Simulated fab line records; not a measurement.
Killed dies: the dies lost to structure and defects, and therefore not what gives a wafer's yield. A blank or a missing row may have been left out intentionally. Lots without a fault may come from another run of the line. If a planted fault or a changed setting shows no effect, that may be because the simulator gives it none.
fab line records	flow n5_finfet
record: lots: 7	wafers: 21
route steps=1938 shown HKMG_FIN@406 MOL_CONTACT_COAG@559 BEOL_M0_CUTY@701 BEOL_M1@800 BEOL_M2@857
start_h: hours from the record's first day to the start of the lot's first wafer shown	wait_h: how many hours have passed since the lot's step before this one	" the same as in the row above	L1.1+2: one row covering several wafers at once	- no value present, or no start provided	* or withheld: withheld	< > ~ a bound
route shown NAME@n: names a module that has steps shown in the file, with the first one's number in the route	usual: mean/standard deviation taken from wafers without a fault	same: alike in all rows	chamber/n: place in a boat	sites: readings site by site	_std_site: the values' standard deviation	_edge_site: mean of outer sites minus mean of inner sites	radius_mm: how far each site lies from the wafer's centre	mask NAME#n: copy n	behind: the most recent tool/chamber to have shaped the wafer	hold: why the lot was held/for how many hours/how that ended	device: transistor that didn't switch, given as n, p or np	end of line: tests of these same wafers at the route's end	a step with no rows: only its recipe	killed: count of dies lost to structure and defects at first sort (not the wafer's yield)	map: shows each die of a wafer: x if killed, . if not, _ if none is there
set.NAME: the setting as run; set.NAME@STEP: as run at that earlier step	model.NAME: the simulator's own value behind a step, which no gauge read
lots with deliberately changed settings; one table per step, one row per wafer
== steps ==
step: N5_HKMG_FIN_ETCH_58
recipe: chemistry: N2/H2	target: SOC	target_depth_a: 2158	ion_energy_ev: 50	bias_w: 13	time_s: 741	pressure_mtorr: 30	source_w: 875	n2_flow_sccm: 200	h2_flow_sccm: 200
usual: rf_vpp_V: 99.3/0.81
lot.wafer	tool	chamber	start_h	wait_h	set.source_w	set.spin_rpm@HKMG_FIN_COAT_41	rf_vpp_V	model.etch.depth_nm	model.HKMG_FIN.feature_depth_nm	model.SOC_of_HKMG_FIN_COAT_41.thk_nm
L075.1	rie_diel-04	3	83.34	0.0	875	1500	99.1	221.3	221.2	78
L075.4	"	0	"	"	875	1500	98.5	214	214	84.6
L075.5	"	2	"	"	875	1500	100.4	223.3	223.4	75.6
L077.4	rie_diel-04	3	90.82	0.0	875	1500	99.1	221.6	221.6	77.8
L077.5	"	2	"	"	875	1605	99.8	222.8	222.8	67.8
L077.6	"	3	"	"	875	1605	98.8	220.7	220.8	69
L079.1	rie_diel-02	1	105.27	0.0	875	1500	99.3	206.8	206.8	94.2
L079.4	"	0	"	"	963.1	1500	95.4	232	232	69.4
L079.6	"	0	"	"	963.1	1500	96.0	231.5	231.4	69.4
L082.3	rie_diel-02	0	125.00	0.2	757.8	1500	105.0	186.4	186.4	113.2
L082.4	"	1	"	"	875	1500	99.8	208.1	208	91.4
L082.5	"	1	"	"	757.8	1600	103.3	182.2	182.2	108.4
L085.3	rie_diel-04	0	142.91	0.0	875	1368	100.0	212.6	212.6	101.4
L085.5	"	3	"	"	981.8	1500	97.0	245.1	245.2	55.8
L085.6	"	0	"	"	875	1500	98.7	212.1	212.2	88.2
L086.2	rie_diel-05	1	145.93	0.0	875	1438	98.7	213.5	213.4	94.6
L086.4	"	0	"	"	875	1500	100.9	213.8	213.8	87.4
L086.6	"	3	"	"	875	1438	100.0	211.9	212	96
L092.3	rie_diel-05	2	177.84	0.0	875	1500	99.8	216	216	83.2
L092.4	"	2	"	"	774.5	1500	103.8	194.8	194.8	105.4
L092.5	"	0	"	"	774.5	1500	104.1	193.2	193.2	107.2
step: N5_MOL_CONTACT_COAG_ALD_27
recipe: material: SiOC	target_thk_a: 170	temp_c: 400	ald_precursor_family: carbosiloxane	ald_co_reactant: H2-plasma	pulse_time_s: 1.5	time_s: 2720	purge_time_s: 2	co_reactant_purge_time_s: 2	ald_cycles: 340	pressure_torr: 2
lot.wafer	tool	chamber	start_h	wait_h	set.ald_cycles	model.SiOC_of_MOL_CONTACT_COAG_ALD_27.thk_nm
L075.1+4+5	ald_sin-04	3,2,0	106.35	0.0	340	17
L077.4	ald_sin-03	2	114.80	0.5	340	17.2
L077.5+6	"	1,0	"	"	340	17
L079.1+4+6	ald_sin-01	3,1,1	131.66	0.1	340	17
L082.3+4	ald_sin-04	1,0	147.90	0.0	340	17
L082.5	"	2	"	"	316	15.8
L085.3+5	ald_sin-01	3	165.89	0.0	312	15.6
L085.6	"	0	"	"	340	17
L086.2	ald_sin-03	1	168.81	0.0	356	17.6
L086.4	"	3	"	"	356	17.8
L086.6	"	0	"	"	340	17
L092.3	ald_sin-04	1	203.36	0.3	391	19.6
L092.4+5	"	3,2	"	"	340	17
step: N5_MOL_CONTACT_COAG_ALD_133
recipe: material: SiO2	target_thk_a: 50	temp_c: 100	ald_precursor_family: BDEAS	ald_co_reactant: O2-plasma	pulse_time_s: 1	co_reactant_pulse_time_s: 1	purge_time_s: 2	co_reactant_purge_time_s: 2	ald_cycles: 35	pressure_torr: 2
lot.wafer	tool	chamber	start_h	wait_h	set.ald_cycles	model.SiO2_of_MOL_CONTACT_COAG_ALD_133.thk_nm
L075.1+4+5	ald_sin-03	0,2,1	111.18	0.1	35	5
L077.4+5	ald_sin-04	0	119.18	0.1	35	5
L077.6	"	3	"	"	37	5.2
L079.1	ald_sin-04	1	136.47	0.1	35	5
L079.4+6	"	0,3	"	"	31	4.4
L082.3+5	ald_sin-01	1	153.28	0.2	37	5.2
L082.4	"	2	"	"	35	5
L085.3+5+6	ald_sin-01	1,3,0	170.44	0.1	35	5
L086.2+4+6	ald_sin-01	0,1,3	173.56	0.1	35	5
L092.3+4+5	ald_sin-04	1,2,0	208.65	0.3	35	5
step: N5_MOL_CONTACT_COAG_ETCH_67
recipe: chemistry: N2/H2	target: SOC	target_depth_a: 600	overetch_a: 210	mask_material: SiARC	temp_c: 40	time_s: 101.2	ion_energy_ev: 200	pressure_mtorr: 30	source_w: 840	bias_w: 150	n2_flow_sccm: 200	h2_flow_sccm: 200
usual: rf_vpp_V: 524.9/2.2
lot.wafer	tool	chamber	start_h	wait_h	set.source_w	rf_vpp_V
L075.1	rie_diel-05	2	111.39	0.0	840	527.1
L075.4	"	3	"	"	840	523.4
L075.5	"	1	"	"	840	524.1
L077.4	rie_diel-04	2	119.39	0.0	840	527.4
L077.5	"	0	"	"	781	537.5
L077.6	"	3	"	"	840	528.5
L079.1	rie_diel-04	1	136.75	0.0	801.9	531.0
L079.4	"	3	"	"	801.9	535.2
L079.6	"	1	"	"	840	522.0
L082.3	rie_diel-04	3	153.53	0.0	765.4	543.2
L082.4	"	3	"	"	765.4	543.8
L082.5	"	0	"	"	840	524.1
L085.3	rie_diel-04	0	170.75	0.0	840	522.6
L085.5	"	1	"	"	787.4	535.1
L085.6	"	0	"	"	840	523.3
L086.2	rie_diel-04	1	173.78	0.0	696.3	556.5
L086.4	"	3	"	"	840	528.6
L086.6	"	2	"	"	696.3	560.1
L092.3	rie_diel-02	0	208.86	0.0	774.4	536.7
L092.4	"	3	"	"	840	522.7
L092.5	"	0	"	"	774.4	538.9
step: N5_BEOL_M0_CUTY_COAT_50
recipe: resist: SiARC	temp_c: 220	time_s: 60	spin_rpm: 1500	resist_thk_nm: 15
lot.wafer	tool	chamber	start_h	wait_h	set.spin_rpm	model.SiARC_of_BEOL_M0_CUTY_COAT_50.thk_nm
L075.1+4+5	litho_track-05	0	125.95	0.0	1500	15
L077.4+5	litho_track-05	0	131.60	0.0	1422	15.4
L077.6	"	0	"	"	1500	15
L079.1	litho_track-04	0	148.81	0.0	1621	14.4
L079.4+6	"	0	"	"	1500	15
L082.3+4+5	litho_track-03	0	164.81	0.0	1386	15.6
L085.3+6	litho_track-05	0	184.48	0.0	1609	14.4
L085.5	"	0	"	"	1609	14.6
L086.2+4+6	litho_track-04	0	193.30	0.0	1500	15
L092.3+4+5	litho_track-03	0	219.41	0.0	1500	15
step: N5_BEOL_M0_CUTY_COAT_51
recipe: resist: CAR-ArF-block	spin_rpm: 1500	resist_thk_nm: 150
lot.wafer	tool	chamber	start_h	wait_h	set.spin_rpm	model.CAR-ArF-block_of_BEOL_M0_CUTY_COAT_51.thk_nm
L075.1	litho_track-05	0	-	-	1500	149.4
L075.4+5	"	0	"	"	1500	149.8
L077.4+5+6	litho_track-05	0	-	-	1500	149.8
L079.1	litho_track-04	0	-	-	1500	149.4
L079.4	"	0	"	"	1355	158
L079.6	"	0	"	"	1355	158.2
L082.3	litho_track-03	0	-	-	1500	150.2
L082.4	"	0	"	"	1500	149.8
L082.5	"	0	"	"	1415	154.6
L085.3+6	litho_track-05	0	-	-	1355	157.2
L085.5	"	0	"	"	1500	149.4
L086.2	litho_track-04	0	-	-	1500	149.4
L086.4+6	"	0	"	"	1500	149.6
L092.3+4	litho_track-03	0	-	-	1500	149.6
L092.5	"	0	"	"	1500	149.8
step: N5_BEOL_M0_CUTY_EXPOSE_54
recipe: mask_id: M0_ABLK	na: 1.35	source_shape: conventional	sigma_outer: 0.8	polarization: unpolarized	dose_mj: 36
lot.wafer	tool	chamber	start_h	wait_h	mask	set.dose_mj
L075.1+4+5	arfi_scanner-02	0	126.05	-	M0_ABLK#0	36
L077.4+5+6	arfi_scanner-02	0	131.72	-	M0_ABLK#0	36
L079.1+6	arfi_scanner-02	0	148.91	-	M0_ABLK#0	36
L079.4	"	0	"	"	M0_ABLK#0	36.8
L082.3+4	arfi_scanner-03	0	165.05	-	M0_ABLK#0	36
L082.5	"	0	"	"	M0_ABLK#0	37.95
L085.3	arfi_scanner-02	0	184.72	-	M0_ABLK#0	33.9
L085.5+6	"	0	"	"	M0_ABLK#0	36
L086.2	arfi_scanner-02	0	193.41	-	M0_ABLK#0	34.5
L086.4+6	"	0	"	"	M0_ABLK#0	36
L092.3+4+5	arfi_scanner-02	0	219.64	-	M0_ABLK#0	36
step: N5_BEOL_M0_CUTY_PEB_55
recipe: peb_temp_c: 110	peb_time_s: 60	resist: CAR-ArF-block
step: N5_BEOL_M0_CUTY_DEVELOP_56
recipe: develop_time_s: 30	developer: TMAH	resist: CAR-ArF-block	rinse_liquid: diw	dry: air_spin	dev_temp_c: 23
step: N5_BEOL_M0_CUTY_CD_MEAS_57
recipe: target_cd_nm: 200	landing_energy_ev: 500	detector: se_inlens	polarity: line
usual: cd_nm: 198.8/1.1
lot.wafer	tool	chamber	start_h	wait_h	set.dose_mj@BEOL_M0_CUTY_EXPOSE_54	cd_nm
L075.1	cd_sem-03	0	126.18	-	36	199.2
L075.4	"	0	"	"	36	199.7
L075.5	"	0	"	"	36	199.8
L077.4	cd_sem-02	0	131.83	-	36	199.7
L077.5	"	0	"	"	36	199.3
L077.6	"	0	"	"	36	198.9
L079.1	cd_sem-01	0	149.03	-	36	198.0
L079.4	"	0	"	"	36.8	197.2
L079.6	"	0	"	"	36	199.1
L082.3	cd_sem-02	0	165.16	-	36	199.9
L082.4	"	0	"	"	36	196.9
L082.5	"	0	"	"	37.95	194.5
L085.3	cd_sem-02	0	184.83	-	33.9	202.9
L085.5	"	0	"	"	36	198.2
L085.6	"	0	"	"	36	197.6
L086.2	cd_sem-02	0	193.53	-	34.5	200.3
L086.4	"	0	"	"	36	198.6
L086.6	"	0	"	"	36	197.4
L092.3	cd_sem-02	0	219.76	-	36	200.6
L092.4	"	0	"	"	36	199.8
L092.5	"	0	"	"	36	199.0
step: N5_BEOL_M0_CUTY_DESCUM_61
recipe: chemistry: O2	time_s: 7.9	source_power_w: 50	bias_power_w: 20	pressure_mtorr: 20	rf_frequency_hz: 2.712e+07	temp_c: 40	resist: CAR-ArF-block	o2_flow_sccm: 225
lot.wafer	tool	chamber	start_h	wait_h	set.time_s	set.spin_rpm@BEOL_M0_CUTY_COAT_51	model.CAR-ArF-block_of_BEOL_M0_CUTY_COAT_51.thk_nm
L075.1	rie_diel-05	0	126.26	0.0	7.9	1500	142.8
L075.4+5	"	2	"	"	7.9	1500	143.2
L077.4	rie_diel-04	1	131.91	0.0	7.9	1500	143.2
L077.5+6	"	2,3	"	"	9.596	1500	142
L079.1	rie_diel-02	3	149.12	0.0	7.9	1500	142.8
L079.4+6	"	2,0	"	"	7.9	1355	151.6
L082.3	rie_diel-04	3	165.25	0.0	6.548	1500	144.4
L082.4	"	0	"	"	7.9	1500	143.4
L082.5	"	1	"	"	7.9	1415	148
L085.3	rie_diel-04	0	184.92	0.0	7.9	1355	150.8
L085.5	"	2	"	"	7.9	1500	142.8
L085.6	"	3	"	"	6.6	1355	151.4
L086.2+4	rie_diel-02	0,3	193.61	0.0	7.9	1500	143
L086.6	"	1	"	"	9.018	1500	142.4
L092.3	rie_diel-02	0	219.92	0.1	7.9	1500	143.2
L092.4	"	3	"	"	7.9	1500	143
L092.5	"	1	"	"	7.9	1500	143.4
step: N5_BEOL_M0_CUTY_ETCH_62
recipe: chemistry: CF4	target: SiARC	mask_material: CAR-ArF-block	time_s: 58.5	ion_energy_ev: 80	pressure_mtorr: 40	source_w: 545	bias_w: 36	Ar_flow_sccm: 100	cf4_flow_sccm: 100	ends: cleared
lot.wafer	tool	chamber	start_h	wait_h	set.dose_mj@BEOL_M0_CUTY_EXPOSE_54	model.BEOL_M0_CUTY.cd_offset_nm
L075.1	rie_diel-05	0	126.30	0.0	36	-0.8
L075.4	"	2	"	"	36	-0.4
L075.5	"	2	"	"	36	0.2
L077.4	rie_diel-04	1	131.95	0.0	36	-0.2
L077.5	"	2	"	"	36	-1
L077.6	"	3	"	"	36	-1.2
L079.1	rie_diel-02	3	149.15	0.0	36	-1.6
L079.4	"	2	"	"	36.8	-3.2
L079.6	"	0	"	"	36	-1.2
L082.3	rie_diel-04	3	165.28	0.0	36	-0.2
L082.4	"	0	"	"	36	-2.4
L082.5	"	1	"	"	37.95	-5.6
L085.3	rie_diel-04	0	184.95	0.0	33.9	3
L085.5	"	2	"	"	36	-1.6
L085.6	"	3	"	"	36	-2
L086.2	rie_diel-02	0	193.65	0.0	34.5	-0.2
L086.4	"	3	"	"	36	-1.6
L086.6	"	1	"	"	36	-2.8
L092.3	rie_diel-02	0	219.95	0.0	36	0.2
L092.4	"	3	"	"	36	-0.4
L092.5	"	1	"	"	36	-1.2
step: N5_BEOL_M0_CUTY_ETCH_63
recipe: chemistry: N2/H2	target: SOC	target_depth_a: 827	overetch_a: 165	mask_material: SiARC	temp_c: 40	ion_energy_ev: 200	time_s: 124	pressure_mtorr: 30	source_w: 840	bias_w: 150	n2_flow_sccm: 200	h2_flow_sccm: 200
lot.wafer	tool	chamber	start_h	wait_h	set.dose_mj@BEOL_M0_CUTY_EXPOSE_54	model.BEOL_M0_CUTY.cd_offset_nm
L075.1	rie_diel-05	0	126.35	0.0	36	-1
L075.4	"	2	"	"	36	-0.6
L075.5	"	2	"	"	36	0.2
L077.4	rie_diel-04	1	131.99	0.0	36	-0.2
L077.5	"	2	"	"	36	-1
L077.6	"	3	"	"	36	-1.4
L079.1	rie_diel-02	3	149.20	0.0	36	-1.4
L079.4	"	2	"	"	36.8	-3.2
L079.6	"	0	"	"	36	-1.2
L082.3	rie_diel-04	3	165.33	0.0	36	-0.2
L082.4	"	0	"	"	36	-2.2
L082.5	"	1	"	"	37.95	-5.6
L085.3	rie_diel-04	0	185.00	0.0	33.9	3.2
L085.5	"	2	"	"	36	-1.6
L085.6	"	3	"	"	36	-2.2
L086.2	rie_diel-02	0	193.69	0.0	34.5	-0.4
L086.4	"	3	"	"	36	-1.6
L086.6	"	1	"	"	36	-2.8
L092.3	rie_diel-02	0	220.00	0.0	36	0
L092.4	"	3	"	"	36	-0.4
L092.5	"	1	"	"	36	-1.2
step: N5_BEOL_M1_TRENCH_ETCH_37
recipe: chemistry: C4F6/O2	target_depth_a: 552.07	target: SiOC	time_s: 29	ion_energy_ev: 250	pressure_mtorr: 30	source_w: 355	bias_w: 185	Ar_flow_sccm: 300	C4F6_flow_sccm: 10	O2_flow_sccm: 10
lot.wafer	tool	chamber	start_h	wait_h	set.time_s	model.BEOL_M1.feature_depth_nm	model.etch.depth_nm
L075.1	rie_diel-01	2	-	-	29	55	54.99
L075.4	"	1	"	"	29	56.2	56.29
L075.5	"	3	"	"	29	56.8	56.81
L077.4	rie_diel-03	0	-	-	34.62	66.6	66.5
L077.5	"	2	"	"	34.62	64	64.07
L077.6	"	1	"	"	29	54.6	54.64
L079.1	rie_diel-06	1	-	-	23.99	44.8	44.89
L079.4	"	3	"	"	29	55.4	55.37
L079.6	"	1	"	"	29	54	53.9
L082.3	rie_diel-06	0	-	-	29	54.6	54.7
L082.4	"	1	"	"	29	54.6	54.54
L082.5	"	3	"	"	35.4	67.4	67.49
L085.3	rie_diel-01	2	-	-	29	56.4	56.41
L085.5	"	1	"	"	29	56	56.07
L085.6	"	2	"	"	34.95	68	68.09
L086.2	rie_diel-06	2	-	-	29	56.2	56.1
L086.4	"	3	"	"	29	55	54.99
L086.6	"	1	"	"	29	54	53.98
L092.3	rie_diel-03	2	-	-	33.94	62.8	62.84
L092.4	"	1	"	"	29	53.8	53.9
L092.5	"	3	"	"	29	54.4	54.35
step: N5_BEOL_M1_ETCH_41
recipe: chemistry: CH3F/O2	target: SiCN	target_depth_a: 319	taper_deg: 2	time_s: 57.8	ion_energy_ev: 120	mask_material: TiN	pressure_mtorr: 30	source_w: 395	bias_w: 75	Ar_flow_sccm: 150	CH3F_flow_sccm: 30	O2_flow_sccm: 20
step: N5_BEOL_M1_STRIP_97
recipe: chemistry: N2/H2	time_s: 10	power_w: 450	temp_c: 40	pressure_mtorr: 20	rf_frequency_hz: 6e+07	bias_power_w: 7	n2_flow_sccm: 200	h2_flow_sccm: 200
step: N5_BEOL_M1_OCD_MEAS_38
usual: trench_depth_nm: 55.4/1
lot.wafer	tool	chamber	start_h	wait_h	set.time_s@BEOL_M1_TRENCH_ETCH_37	trench_depth_nm
L075.1	ocd-02	-	138.42	-	29	55.6
L075.4	"	-	"	"	29	56.5
L075.5	"	-	"	"	29	57.0
L077.4	ocd-01	-	146.58	-	34.62	66.3
L077.5	"	-	"	"	34.62	63.6
L077.6	"	-	"	"	29	55.1
L079.1	ocd-02	-	161.18	-	23.99	45.1
L079.4	"	-	"	"	29	55.4
L079.6	"	-	"	"	29	53.8
L082.3	ocd-01	-	175.20	-	29	54.9
L082.4	"	-	"	"	29	54.8
L082.5	"	-	"	"	35.4	66.9
L085.3	ocd-01	-	198.69	-	29	56.1
L085.5	"	-	"	"	29	56.6
L085.6	"	-	"	"	34.95	68.0
L086.2	ocd-01	-	204.91	-	29	56.0
L086.4	"	-	"	"	29	54.9
L086.6	"	-	"	"	29	54.5
L092.3	ocd-02	-	236.61	-	33.94	63.2
L092.4	"	-	"	"	29	53.7
L092.5	"	-	"	"	29	53.9
step: N5_BEOL_M2_DESCUM_16
recipe: chemistry: O2	time_s: 7	source_power_w: 50	bias_power_w: 20	pressure_mtorr: 20	rf_frequency_hz: 2.712e+07	temp_c: 40	resist: CAR-EUV	o2_flow_sccm: 225
lot.wafer	tool	chamber	start_h	wait_h	set.time_s	model.CAR-EUV_of_BEOL_M2_COAT_05.thk_nm
L075.1+5	rie_diel-04	0,2	144.01	0.0	7	26.2
L075.4	"	1	"	"	7	26
L077.4	rie_diel-05	2	152.16	0.1	7	26.2
L077.5	"	2	"	"	7	26
L077.6	"	3	"	"	8.401	25.6
L079.1+4	rie_diel-02	2,1	166.54	0.2	8.22	25.6
L079.6	"	1	"	"	7	26.2
L082.3+4	rie_diel-04	1,2	181.21	0.0	7	26
L082.5	"	1	"	"	7.999	25.4
L085.3+6	rie_diel-05	0,2	207.29	0.4	6.175	26.6
L085.5	"	1	"	"	7	26.2
L086.2+4	rie_diel-04	3,2	212.67	0.0	7.697	25.6
L086.6	"	1	"	"	7	26
L092.3+5	rie_diel-05	0,2	243.22	0.1	7	26
L092.4	"	3	"	"	7	26.2
== key ==
split: step: N5_HKMG_FIN_ETCH_58	setting: source_w	stated: 875	by: wafer
response: step: N5_HKMG_FIN_ETCH_58	reading: rf_vpp_V	change: -0.306	per: 1%	r: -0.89
response: step: N5_HKMG_FIN_ETCH_58	reading: model.etch.depth_nm	change: +2.18	per: 1%	r: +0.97
response: step: N5_HKMG_FIN_ETCH_58	reading: model.HKMG_FIN.feature_depth_nm	change: +2.17	per: 1%	r: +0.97
response: step: N5_HKMG_FIN_ETCH_58	reading: model.SOC_of_HKMG_FIN_COAT_41.thk_nm	change: -2.23	per: 1%	r: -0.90
split: step: N5_MOL_CONTACT_COAG_ALD_27	setting: ald_cycles	stated: 340	by: wafer
response: step: N5_MOL_CONTACT_COAG_ALD_27	reading: model.SiOC_of_MOL_CONTACT_COAG_ALD_27.thk_nm	change: +0.171	per: 1%	r: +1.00
split: step: N5_MOL_CONTACT_COAG_ALD_133	setting: ald_cycles	stated: 35	by: wafer
response: step: N5_MOL_CONTACT_COAG_ALD_133	reading: model.SiO2_of_MOL_CONTACT_COAG_ALD_133.thk_nm	change: +0.0467	per: 1%	r: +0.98
split: step: N5_MOL_CONTACT_COAG_ETCH_67	setting: source_w	stated: 840	by: wafer
response: step: N5_MOL_CONTACT_COAG_ETCH_67	reading: rf_vpp_V	change: -1.83	per: 1%	r: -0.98
split: step: N5_BEOL_M0_CUTY_COAT_50	setting: spin_rpm	stated: 1500	by: wafer
response: step: N5_BEOL_M0_CUTY_COAT_50	reading: model.SiARC_of_BEOL_M0_CUTY_COAT_50.thk_nm	change: -0.0751	per: 1%	r: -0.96
split: step: N5_BEOL_M0_CUTY_COAT_51	setting: spin_rpm	stated: 1500	by: wafer
response: step: N5_BEOL_M0_CUTY_COAT_51	reading: model.CAR-ArF-block_of_BEOL_M0_CUTY_COAT_51.thk_nm	change: -0.847	per: 1%	r: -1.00
response: step: N5_BEOL_M0_CUTY_DESCUM_61	reading: model.CAR-ArF-block_of_BEOL_M0_CUTY_COAT_51.thk_nm	change: -0.861	per: 1%	r: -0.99
split: step: N5_BEOL_M0_CUTY_EXPOSE_54	setting: dose_mj	stated: 36	by: wafer
response: step: N5_BEOL_M0_CUTY_CD_MEAS_57	reading: cd_nm	change: -0.735	per: 1%	r: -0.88
response: step: N5_BEOL_M0_CUTY_ETCH_62	reading: model.BEOL_M0_CUTY.cd_offset_nm	change: -0.743	per: 1%	r: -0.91
response: step: N5_BEOL_M0_CUTY_ETCH_63	reading: model.BEOL_M0_CUTY.cd_offset_nm	change: -0.762	per: 1%	r: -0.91
split: step: N5_BEOL_M0_CUTY_DESCUM_61	setting: time_s	stated: 7.9	by: wafer
response none clear
split: step: N5_BEOL_M1_TRENCH_ETCH_37	setting: time_s	stated: 29	by: wafer
response: step: N5_BEOL_M1_TRENCH_ETCH_37	reading: model.BEOL_M1.feature_depth_nm	change: +0.561	per: 1%	r: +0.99
response: step: N5_BEOL_M1_TRENCH_ETCH_37	reading: model.etch.depth_nm	change: +0.561	per: 1%	r: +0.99
response: step: N5_BEOL_M1_OCD_MEAS_38	reading: trench_depth_nm	change: +0.546	per: 1%	r: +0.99
split: step: N5_BEOL_M2_DESCUM_16	setting: time_s	stated: 7	by: wafer
response: step: N5_BEOL_M2_DESCUM_16	reading: model.CAR-EUV_of_BEOL_M2_COAT_05.thk_nm	change: -0.0329	per: 1%	r: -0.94
split outside_this_file step=N5_HKMG_FIN_COAT_41 setting=spin_rpm
split outside_this_file: this setting was split too, and the file shows its column; the key of that split is in another file
